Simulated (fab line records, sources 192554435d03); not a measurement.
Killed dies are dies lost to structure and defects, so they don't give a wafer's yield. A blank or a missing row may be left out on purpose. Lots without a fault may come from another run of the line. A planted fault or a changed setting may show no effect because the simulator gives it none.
Which tool did it? | flow n5_finfet | 10 lots, 30 wafers sampled, at 4 steps of a route of 1938

WHAT THE GAUGES READ, wafer by wafer
N5_BEOL_M8_CD_MEAS_11: target cd 38.5 nm.
lot  | measured     | on        | cd_nm (nm)
L134 | day 9 21:52  | cd_sem-03 | 38.7 39.1 39.1
L132 | day 9 21:58  | cd_sem-01 | 38.7 38.6 38.6
L135 | day 10 06:10 | cd_sem-03 | 38.2 37.9 38.4
L137 | day 11 06:22 | cd_sem-02 | 37.7 37.9 38.5
L146 | day 13 02:21 | cd_sem-03 | 39.1 39.7 38.6
L147 | day 13 10:30 | cd_sem-03 | 39.2 38.1 38.0
L149 | day 13 17:50 | cd_sem-02 | 37.4 38.2 38.3
L150 | day 14 00:10 | cd_sem-02 | 38.7 39.0 38.2
L153 | day 14 14:47 | cd_sem-02 | 38.3 37.7 38.1
L155 | day 15 11:40 | cd_sem-02 | 38.8 38.9 38.3

N5_BEOL_M8_OVL_MEAS_29.
lot  | measured     | on         | V7_OVL (nm)
L134 | day 9 23:37  | overlay-01 | 0.1 0.1 0.7
L132 | day 9 23:26  | overlay-02 | -0.7 -0.5 -1.2
L135 | day 10 11:52 | overlay-02 | -0.3 -0.4 0.0
L137 | day 11 08:43 | overlay-02 | -0.1 -0.4 -0.8
L146 | day 13 04:10 | overlay-01 | 4.6 4.4 4.2
L147 | day 13 11:41 | overlay-02 | 3.2 3.7 4.2
L149 | day 13 21:10 | overlay-02 | 0.1 0.9 0.3
L150 | day 14 02:23 | overlay-01 | 0.6 0.7 0.0
L153 | day 14 18:29 | overlay-01 | -0.2 0.6 -0.3
L155 | day 15 14:47 | overlay-02 | 0.2 1.4 -0.2

WHICH TOOL RAN EACH LOT (tool, then ch and the chambers of the sampled wafers, then the start)
lot  | N5_BEOL_M8_HM_DEP_02         | N5_BEOL_M8_EXPOSE_25
L134 | pvd_sputter-01, day 9 21:23  | euv_scanner-02 ch 0, day 9 23:26
L132 | pvd_sputter-03, day 9 21:34  | euv_scanner-01 ch 0, day 9 23:17
L135 | pvd_sputter-03, day 10 05:47 | euv_scanner-01 ch 0, day 10 11:38
L137 | pvd_sputter-01, day 11 05:52 | euv_scanner-02 ch 0, day 11 08:34
L146 | pvd_sputter-01, day 13 01:50 | euv_scanner-01 ch 0, day 13 04:00
L147 | pvd_sputter-03, day 13 10:00 | euv_scanner-01 ch 0, day 13 11:31
L149 | pvd_sputter-03, day 13 17:20 | euv_scanner-02 ch 0, day 13 21:00
L150 | pvd_sputter-03, day 13 23:40 | euv_scanner-02 ch 0, day 14 02:14
L153 | pvd_sputter-03, day 14 14:25 | euv_scanner-02 ch 0, day 14 18:20
L155 | pvd_sputter-02, day 15 11:17 | euv_scanner-02 ch 0, day 15 14:38
- N5_BEOL_M8_HM_DEP_02: deposits TiN, target thk 20 nm.
- N5_BEOL_M8_EXPOSE_25: exposes mask V7, target cd 40 nm.

WHAT THE TOOLS THEMSELVES READ (means of the sampled wafers that have a number; where no wafer has one, the mark that the record gives instead)
N5_BEOL_M8_HM_DEP_02.
lot  | tool           | substrate_temp_c (C) | throttle_valve_pct (%)
L134 | pvd_sputter-01 | 25.15                | 28.2
L132 | pvd_sputter-03 | 25.03                | 28.9
L135 | pvd_sputter-03 | 25.00                | 28.5
L137 | pvd_sputter-01 | 25.03                | 28.9
L146 | pvd_sputter-01 | 25.04                | 29.7
L147 | pvd_sputter-03 | 25.03                | 29.1
L149 | pvd_sputter-03 | 25.01                | 29.7
L150 | pvd_sputter-03 | 25.10                | 29.1
L153 | pvd_sputter-03 | 24.99                | 29.0
L155 | pvd_sputter-02 | 25.06                | 30.3

N5_BEOL_M8_EXPOSE_25.
lot  | tool           | reticle_temp_C (C)
L134 | euv_scanner-02 | 22.95
L132 | euv_scanner-01 | 22.89
L135 | euv_scanner-01 | 23.03
L137 | euv_scanner-02 | 22.91
L146 | euv_scanner-01 | 22.81
L147 | euv_scanner-01 | 22.96
L149 | euv_scanner-02 | 22.87
L150 | euv_scanner-02 | 23.06
L153 | euv_scanner-02 | 22.77
L155 | euv_scanner-02 | 22.96

THE ANSWER, worked out from the rows above alone
Rule: what is usual is taken from the lots themselves. Put in order of their means at a reading, lots are off if they are a third of the lots or fewer, leave a main group of 4 or more, and stand apart from it by a gap of 3 or more times the standard deviation of the main group's means; of several such gaps the widest counts. A main group whose means are all the same, to the digits that the tables above print for the reading, isn't used. A lot without any number at a reading at which 4 lots or more have one is off too. The other lots that the step has rows for count as sound. The gauges are gone through in route order, then the tools' own readings, and for those a lot's mean is taken as printed above. The first step at which some lot is off is used, and at that step the reading that is off furthest; a lot without a number counts as furthest.
Off: L146, L147, at N5_BEOL_M8_OVL_MEAS_29 (V7_OVL). The main group: mean 0.0 nm, standard deviation 0.44.
A tool fits if, at a process step before that reading, it ran every lot that is off, and no sound lot after the first of them. The gauges at N5_BEOL_M8_OVL_MEAS_29 are tried like those tools. One fits: euv_scanner-01 at N5_BEOL_M8_EXPOSE_25. Its last sound lot is L135 (day 10 11:38), its first lot that is off L146 (day 13 04:00): a fault that began between those two fits.

WHAT THE SIMULATOR HAD PUT IN
Scanner matching overlay: euv_scanner-01, from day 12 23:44 on, at N5_BEOL_M8_EXPOSE_25. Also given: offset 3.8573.
Lots struck among those shown: L146, L147. The rule above found the same.
